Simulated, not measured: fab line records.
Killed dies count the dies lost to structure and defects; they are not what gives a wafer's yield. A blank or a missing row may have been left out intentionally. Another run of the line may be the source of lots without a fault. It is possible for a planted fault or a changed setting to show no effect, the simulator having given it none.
fab line records + flow nandHarc
[record]
- lots = 14
- wafers = 41
- lastDay = 25
route steps=1159 shown P_BONDPAD@374 A_ONON_D1@442 A_CHANNEL_HOLE_D1@468
lots that met no fault: taken from a fault-free run of the same line
startH: the number of hours between the record's first day and the start of the first shown wafer of the lot + waitH: hours since the lot's step before + " repeats the value in the row above + L1.1+2: several wafers, shown together as one row + - value missing, or start not given + * or withheld: withheld + < > ~ a bound
route shown NAME@n: NAME is a module with steps in the file, n the number in the route of the first one + usual: mean/standard deviation of fault-free wafers + same: alike in all rows + chamber/n: place in a boat + sites: the reading at each site + _std_site: their standard deviation + _edge_site: mean of outer sites minus mean of inner sites + radiusMm: for every site, how far away it sits from the centre of the wafer + mask NAME#n: copy n + behind: the last tool/chamber to shape the wafer + hold: the reason the lot was held/the length of the hold in hours/how it ended + device: names the non-switching transistor (n, p or np) + end of line: the same wafers' tests at the end of the route + step lacking rows: just its recipe + killed: not the wafer's yield, but the dies lost to structure and defects at the first sort + map: shows each die of a wafer: x if killed, . if not, _ if none is there
set.NAME: setting as actually run; set.NAME@STEP: the setting as run at that earlier step + model.NAME: the simulator's own value behind a step, which no gauge read
route steps across a sampled set of lots; one table per step, one row per wafer
services: the hour from which a tool's chamber was out of use, counted from the record's first day as startH (under 0 if before that day), plus the number of hours and why
[[steps]]
[step NHARC_P_BONDPAD_DEGAS_25]
[recipe]
- tempC = 300
- timeS = 60
[usual]
- heaterPowerW = 491/62
| lot.wafer | tool          | chamber | startH | waitH | heaterPowerW |
|-----------|---------------|---------|--------|-------|--------------|
| L270.1    | pvdSputter-03 | -       | 130.64 | -     | 550          |
| L270.2    | "             | -       | "      | "     | 407          |
| L270.6    | "             | -       | "      | "     | 411          |
| L271.2    | pvdSputter-02 | -       | 134.89 | -     | 515          |
| L271.4    | "             | -       | "      | "     | 567          |
| L271.5    | "             | -       | "      | "     | 556          |
| L273.2    | pvdSputter-02 | -       | 147.44 | -     | 554          |
| L273.4    | "             | -       | "      | "     | 538          |
| L273.6    | "             | -       | "      | "     | 524          |
| L272.1    | pvdSputter-02 | -       | 150.31 | -     | 527          |
| L272.3    | "             | -       | "      | "     | 551          |
| L272.6    | "             | -       | "      | "     | 546          |
| L277.2    | pvdSputter-02 | -       | 169.81 | -     | 551          |
| L277.4    | "             | -       | "      | "     | 545          |
| L277.5    | "             | -       | "      | "     | 545          |
| L280.2    | pvdSputter-03 | -       | 187.85 | -     | 413          |
| L280.6    | "             | -       | "      | "     | 391          |
| L285.2    | pvdSputter-01 | -       | 221.68 | -     | 473          |
| L285.4    | "             | -       | "      | "     | 559          |
| L285.6    | "             | -       | "      | "     | 476          |
| L286.4    | pvdSputter-01 | -       | 225.76 | -     | 549          |
| L286.2    | "             | -       | "      | "     | 475          |
| L286.1    | "             | -       | "      | "     | 413          |
| L288.4    | pvdSputter-02 | -       | 232.45 | -     | 527          |
| L288.2    | "             | -       | "      | "     | 493          |
| L288.5    | "             | -       | "      | "     | 394          |
| L290.1    | pvdSputter-01 | -       | 254.45 | -     | 566          |
| L290.3    | "             | -       | "      | "     | 418          |
| L290.5    | "             | -       | "      | "     | 471          |
| L289.2    | pvdSputter-02 | -       | 255.39 | -     | 544          |
| L289.3    | "             | -       | "      | "     | 560          |
| L289.5    | "             | -       | "      | "     | 393          |
| L292.1    | pvdSputter-02 | -       | 258.18 | -     | 552          |
| L292.5    | "             | -       | "      | "     | 507          |
| L292.6    | "             | -       | "      | "     | 548          |
| L291.4    | pvdSputter-03 | -       | 258.47 | -     | 409          |
| L291.1    | "             | -       | "      | "     | 491          |
| L291.6    | "             | -       | "      | "     | 560          |
| L293.4    | pvdSputter-01 | -       | 271.70 | -     | 479          |
| L293.2    | "             | -       | "      | "     | 504          |
| L293.5    | "             | -       | "      | "     | 560          |
[step NHARC_A_ONON_D1_DEP_25]
[recipe]
- targetThkA = 10000
- n2FlowSccm = 2750
- n2oFlowSccm = 2000
- nh3FlowSccm = 500
- sih4FlowSccm = 210
- tempC = 400
| lot.wafer  | tool         | chamber | startH | waitH |
|------------|--------------|---------|--------|-------|
| L270.1+2+6 | pecvdOnon-02 | 0       | 166.69 | 0.1   |
| L271.2+4+5 | pecvdOnon-03 | 0       | 174.95 | 0.1   |
| L272.1+3+6 | pecvdOnon-02 | 0       | 183.62 | 0.1   |
| L273.2+4+6 | pecvdOnon-01 | 0       | 183.63 | 0.1   |
| L277.2+4+5 | pecvdOnon-03 | 0       | 208.27 | 0.1   |
| L280.2+6   | pecvdOnon-03 | 0       | 223.34 | 0.1   |
| L285.2+4+6 | pecvdOnon-01 | 0       | 256.94 | 0.1   |
| L286.1+2+4 | pecvdOnon-01 | 0       | 265.73 | 0.1   |
| L288.2+4+5 | pecvdOnon-02 | 0       | 265.81 | 0.1   |
| L290.1+3+5 | pecvdOnon-01 | 0       | 290.45 | 0.1   |
| L289.2+3+5 | pecvdOnon-02 | 0       | 290.49 | 0.1   |
| L291.1+4+6 | pecvdOnon-01 | 0       | 295.25 | 0.1   |
| L292.1+5+6 | pecvdOnon-03 | 0       | 295.29 | 0.1   |
| L293.2+4+5 | pecvdOnon-02 | 0       | 317.98 | 0.1   |
[step NHARC_A_ONON_D1_THK_MEAS_27]
[recipe]
- thkMeasGauge = ellipsometry
[usual]
- thkNm = 996/7.7
| lot.wafer | tool         | chamber | startH | waitH | thkNm |
|-----------|--------------|---------|--------|-------|-------|
| L270.1    | filmMetro-01 | -       | 167.20 | -     | 986   |
| L270.2    | "            | -       | "      | "     | 987   |
| L270.6    | "            | -       | "      | "     | 987   |
| L271.2    | filmMetro-01 | -       | 175.40 | -     | 990   |
| L271.4    | "            | -       | "      | "     | 991   |
| L271.5    | "            | -       | "      | "     | 990   |
| L273.2    | filmMetro-01 | -       | 184.09 | -     | 994   |
| L273.4    | "            | -       | "      | "     | 994   |
| L273.6    | "            | -       | "      | "     | 992   |
| L272.1    | filmMetro-01 | -       | 184.13 | -     | 989   |
| L272.3    | "            | -       | "      | "     | 990   |
| L272.6    | "            | -       | "      | "     | 989   |
| L277.2    | filmMetro-01 | -       | 208.72 | -     | 1024  |
| L277.4    | "            | -       | "      | "     | 1000  |
| L277.5    | "            | -       | "      | "     | 1023  |
| L280.2    | filmMetro-01 | -       | 223.79 | -     | 1025  |
| L280.6    | "            | -       | "      | "     | 1002  |
| L285.2    | filmMetro-01 | -       | 257.39 | -     | 1001  |
| L285.4    | "            | -       | "      | "     | 1000  |
| L285.6    | "            | -       | "      | "     | 1002  |
| L286.1    | filmMetro-01 | -       | 266.24 | -     | 984   |
| L286.2    | "            | -       | "      | "     | 986   |
| L286.4    | "            | -       | "      | "     | 985   |
| L288.2    | filmMetro-01 | -       | 266.27 | -     | 1004  |
| L288.4    | "            | -       | "      | "     | 1003  |
| L288.5    | "            | -       | "      | "     | 1003  |
| L289.2    | filmMetro-01 | -       | 290.94 | -     | 1005  |
| L289.3    | "            | -       | "      | "     | 1006  |
| L289.5    | "            | -       | "      | "     | 1007  |
| L290.1    | filmMetro-01 | -       | 290.96 | -     | 996   |
| L290.3    | "            | -       | "      | "     | 993   |
| L290.5    | "            | -       | "      | "     | 995   |
| L291.1    | filmMetro-01 | -       | 295.76 | -     | 1002  |
| L291.4    | "            | -       | "      | "     | 1004  |
| L291.6    | "            | -       | "      | "     | 1002  |
| L292.1    | filmMetro-01 | -       | 295.80 | -     | 996   |
| L292.5    | "            | -       | "      | "     | 997   |
| L292.6    | "            | -       | "      | "     | 997   |
| L293.2    | filmMetro-01 | -       | 318.44 | -     | 998   |
| L293.4    | "            | -       | "      | "     | 998   |
| L293.5    | "            | -       | "      | "     | 1000  |
[step NHARC_A_ONON_D1_INSPECT_32]
[usual]
- rawDefectCount = 67/22
| lot.wafer | tool             | chamber | startH | waitH | rawDefectCount |
|-----------|------------------|---------|--------|-------|----------------|
| L270.1    | defectInspect-01 | -       | 168.30 | 0.0   | 51             |
| L270.2    | "                | -       | "      | "     | 61             |
| L270.6    | "                | -       | "      | "     | 57             |
| L271.2    | defectInspect-01 | -       | 176.50 | 0.0   | 62             |
| L271.4    | "                | -       | "      | "     | 49             |
| L271.5    | "                | -       | "      | "     | 64             |
| L273.2    | defectInspect-01 | -       | 185.18 | 0.0   | 59             |
| L273.4    | "                | -       | "      | "     | 68             |
| L273.6    | "                | -       | "      | "     | 79             |
| L272.1    | defectInspect-01 | -       | 185.26 | 0.0   | 42             |
| L272.3    | "                | -       | "      | "     | 66             |
| L272.6    | "                | -       | "      | "     | 58             |
| L277.2    | defectInspect-01 | -       | 209.83 | 0.0   | 59             |
| L277.4    | "                | -       | "      | "     | 46             |
| L277.5    | "                | -       | "      | "     | 70             |
| L280.2    | defectInspect-01 | -       | 224.89 | 0.0   | 80             |
| L280.6    | "                | -       | "      | "     | 73             |
| L285.2    | defectInspect-02 | -       | 258.50 | 0.0   | 92             |
| L285.4    | "                | -       | "      | "     | 97             |
| L285.6    | "                | -       | "      | "     | 102            |
| L286.1    | defectInspect-02 | -       | 267.47 | 0.0   | 39             |
| L286.2    | "                | -       | "      | "     | 37             |
| L286.4    | "                | -       | "      | "     | 34             |
| L288.2    | defectInspect-02 | -       | 267.63 | 0.0   | 51             |
| L288.4    | "                | -       | "      | "     | 42             |
| L288.5    | "                | -       | "      | "     | 50             |
| L289.2    | defectInspect-01 | -       | 292.04 | 0.0   | 54             |
| L289.3    | "                | -       | "      | "     | 55             |
| L289.5    | "                | -       | "      | "     | 45             |
| L290.1    | defectInspect-02 | -       | 292.07 | 0.0   | 50             |
| L290.3    | "                | -       | "      | "     | 44             |
| L290.5    | "                | -       | "      | "     | 55             |
| L291.1    | defectInspect-01 | -       | 297.09 | 0.0   | 52             |
| L291.4    | "                | -       | "      | "     | 78             |
| L291.6    | "                | -       | "      | "     | 92             |
| L292.1    | defectInspect-01 | -       | 297.23 | 0.0   | 134            |
| L292.5    | "                | -       | "      | "     | 62             |
| L292.6    | "                | -       | "      | "     | 104            |
| L293.2    | defectInspect-01 | -       | 319.54 | 0.0   | 62             |
| L293.4    | "                | -       | "      | "     | 78             |
| L293.5    | "                | -       | "      | "     | 43             |
[step NHARC_A_CHANNEL_HOLE_D1_ETCH_34]
[recipe]
- targetDepthA = 1540
- timeS = 77
- cf4FlowSccm = 100
- chf3FlowSccm = 30
- arFlowSccm = 0
- rfW = 500
- biasW = 200
- chemistry = CF4/CHF3
[usual]
- drypumpMotorCurrentA = 5.80/0.26
- oesProductAu = 0.950/0.027
- rfVppV = 370.1/2.4
- showerheadPlenumPTorr = 1.56/0.07
- throttleValvePct = 16.804/0.0094
| lot.wafer | tool       | chamber | startH | waitH | drypumpMotorCurrentA | oesProductAu | rfHoursCounterH | rfVppV | showerheadPlenumPTorr | throttleValvePct |
|-----------|------------|---------|--------|-------|----------------------|--------------|-----------------|--------|-----------------------|------------------|
| L270.2    | rieDiel-11 | 1       | -      | -     | 5.84                 | 0.928        | 10              | 370.9  | 1.61                  | 16.815           |
| L270.1    | "          | 0       | "      | "     | 5.81                 | 0.907        | 10              | 368.3  | 1.52                  | 16.814           |
| L270.6    | "          | 1       | "      | "     | 5.84                 | 0.928        | -               | 370.7  | 1.61                  | 16.805           |
| L271.2    | rieDiel-07 | 2       | -      | -     | 6.04                 | 0.910        | 11              | 370.1  | 1.59                  | 16.806           |
| L271.5    | "          | 1       | "      | "     | 5.96                 | 0.908        | -               | 369.1  | 1.51                  | 16.791           |
| L271.4    | "          | 2       | "      | "     | 6.05                 | 0.918        | -               | 370.8  | 1.59                  | 16.808           |
| L273.2    | rieDiel-09 | 0       | -      | -     | 5.82                 | 0.942        | 8               | 374.0  | 1.69                  | 16.805           |
| L273.4    | "          | 1       | "      | "     | 5.61                 | 0.925        | 9               | 368.0  | 1.51                  | 16.794           |
| L273.6    | "          | 3       | "      | "     | 5.32                 | 0.907        | -               | 374.6  | 1.69                  | 16.803           |
| L272.1    | rieDiel-07 | 1       | 189.56 | -     | 5.95                 | 1.004        | 9               | 367.6  | 1.51                  | 16.807           |
| L272.3    | "          | 3       | "      | "     | 6.30                 | 1.004        | 9               | 366.8  | 1.48                  | 16.798           |
| L272.6    | "          | 3       | "      | "     | 6.29                 | 0.995        | -               | 367.8  | 1.48                  | 16.801           |
| L277.2    | rieDiel-11 | 1       | -      | -     | 5.83                 | 0.972        | 1               | 372.9  | 1.61                  | 16.789           |
| L277.4    | "          | 2       | "      | "     | 5.54                 | 0.976        | -               | 368.0  | 1.50                  | 16.806           |
| L277.5    | "          | 1       | "      | "     | 5.86                 | 0.977        | -               | 371.2  | 1.61                  | 16.818           |
| L280.2    | rieDiel-11 | 3       | -      | -     | 5.54                 | 0.959        | 2               | 372.5  | 1.65                  | 16.819           |
| L280.6    | "          | 2       | "      | "     | 5.49                 | 0.970        | -               | 368.7  | 1.50                  | 16.800           |
| L285.2    | rieDiel-11 | 3       | -      | -     | 5.56                 | 0.977        | 3               | 374.3  | 1.65                  | 16.807           |
| L285.4    | "          | 0       | "      | "     | 5.79                 | 0.968        | 5               | 368.4  | 1.52                  | 16.814           |
| L285.6    | "          | 2       | "      | "     | 5.52                 | 0.984        | -               | 367.7  | 1.50                  | 16.799           |
| L286.2    | rieDiel-07 | 2       | -      | -     | 6.03                 | 0.978        | 3               | 370.1  | 1.58                  | 16.799           |
| L286.1    | "          | 3       | "      | "     | 6.28                 | 0.956        | 3               | 366.6  | 1.47                  | 16.806           |
| L286.4    | "          | 0       | "      | "     | 5.64                 | 0.957        | 3               | 370.0  | 1.57                  | 16.809           |
| L288.4    | rieDiel-09 | 3       | -      | -     | 5.30                 | 0.951        | 1               | 372.8  | 1.69                  | 16.800           |
| L288.2    | "          | 2       | "      | "     | 5.73                 | 0.942        | 1               | 369.1  | 1.53                  | 16.807           |
| L288.5    | "          | 3       | "      | "     | 5.30                 | 0.930        | -               | 374.4  | 1.69                  | 16.803           |
| L289.2    | rieDiel-11 | 2       | -      | -     | 5.53                 | 0.938        | 5               | 368.0  | 1.50                  | 16.800           |
| L289.3    | "          | 3       | "      | "     | 5.50                 | 0.935        | 5               | 373.4  | 1.65                  | 16.818           |
| L289.5    | "          | 0       | "      | "     | 5.78                 | 0.943        | -               | 369.5  | 1.52                  | 16.814           |
| L290.3    | rieDiel-09 | 0       | -      | -     | 5.84                 | 0.975        | 3               | 373.9  | 1.69                  | 16.802           |
| L290.1    | "          | 1       | "      | "     | 5.65                 | 0.963        | 3               | 368.4  | 1.51                  | 16.783           |
| L290.5    | "          | 0       | "      | "     | 5.78                 | 0.978        | -               | 373.8  | 1.69                  | 16.790           |
| L291.1    | rieDiel-07 | 2       | -      | -     | 6.10                 | 0.936        | 5               | 371.7  | 1.58                  | 16.813           |
| L291.4    | "          | 0       | "      | "     | 5.61                 | 0.898        | -               | 370.4  | 1.57                  | 16.815           |
| L291.6    | "          | 3       | "      | "     | 6.27                 | 0.908        | -               | 367.0  | 1.47                  | 16.796           |
| L292.1    | rieDiel-11 | 0       | -      | -     | 5.79                 | 0.990        | 7               | 368.4  | 1.52                  | 16.799           |
| L292.5    | "          | 1       | "      | "     | 5.84                 | 0.962        | -               | 370.9  | 1.61                  | 16.802           |
| L292.6    | "          | 2       | "      | "     | 5.52                 | 0.964        | -               | 367.3  | 1.49                  | 16.805           |
| L293.4    | rieDiel-07 | 1       | -      | -     | 5.94                 | 0.969        | 6               | 369.3  | 1.51                  | 16.787           |
| L293.2    | "          | 2       | "      | "     | 6.05                 | 0.978        | 7               | 370.5  | 1.58                  | 16.814           |
| L293.5    | "          | 0       | "      | "     | 5.62                 | 0.928        | -               | 368.8  | 1.57                  | 16.807           |
[[services]]
| tool          | chamber | startH | hours | kind   |
|---------------|---------|--------|-------|--------|
| rieDiel-07    | 1       | 109.51 | 13.7  | repair |
| pecvdOnon-02  | -       | 111.00 | 13.0  | pm     |
| rieDiel-07    | 0       | 112.30 | 3.6   | repair |
| pvdSputter-01 | -       | 118.21 | 63.5  | repair |
| rieDiel-07    | 2       | 123.05 | 2.3   | repair |
| pecvdOnon-03  | -       | 153.00 | 13.0  | pm     |
| rieDiel-09    | 2       | 164.67 | 4.8   | repair |
| rieDiel-07    | 0       | 179.41 | 14.2  | repair |
| pvdSputter-01 | -       | 181.74 | 10.0  | pm     |
| rieDiel-09    | -       | 186.22 | 0.4   | repair |
| rieDiel-11    | -       | 189.50 | 9.0   | pm     |
| pecvdOnon-01  | -       | 195.00 | 13.0  | pm     |
| pvdSputter-01 | -       | 199.24 | 6.4   | repair |
| rieDiel-11    | -       | 203.96 | 0.5   | repair |
| rieDiel-11    | 3       | 208.09 | 6.0   | repair |
| pvdSputter-02 | -       | 217.21 | 10.0  | pm     |
| rieDiel-07    | -       | 228.20 | 9.0   | pm     |
| rieDiel-09    | -       | 254.10 | 9.0   | pm     |
| rieDiel-11    | 1       | 255.79 | 5.6   | repair |
| rieDiel-09    | 3       | 291.52 | 14.5  | repair |
| pecvdOnon-02  | -       | 292.00 | 13.0  | pm     |
| rieDiel-11    | 2       | 293.77 | 1.6   | repair |
| rieDiel-07    | 1       | 296.98 | 9.8   | repair |
| rieDiel-11    | 2       | 307.73 | 12.1  | repair |
[[key]]
[firstSign]
- step = NHARC_A_ONON_D1_THK_MEAS_27
- reading = thkNm
- direction = up
- sigmas = 3.6
- usual = 996
- struck = 1024
effect none on later readings
metAt NHARC_A_ONON_D1_DEP_25
struckLots L277,L280
struckWafers L277.2,L277.5,L280.2
sortLeftOut L277.2,L277.5,L280.2
testerLeftOut L277,L280
notActingAt NHARC_P_BONDPAD_DEGAS_25,NHARC_A_ONON_D1_INSPECT_32,NHARC_A_CHANNEL_HOLE_D1_ETCH_34
onsetBetween 174.95 208.27
[fault]
- kind = processParameterDrift
- tool = pecvdOnon-03
- chamber = -
- onsetH = 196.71
- steps = NHARC_A_ONON_D1_DEP_25
- channel = targetThkA
- offset = *
- shape = step
- endH = 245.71
- scope = struckWafersOnly
- actsIn = *
- stated = *
// testerLeftOut: of these lots the tester's yield and bins aren't shown, on N5 and GAA mostly nor the transistor test; their killed dies are dies lost to structure and defects alone, not to doping, threshold or leakage, so they don't give the yield
// sortLeftOut: the simulated sort isn't trusted on such a fault, so these wafers' sort isn't shown, and their yield isn't known
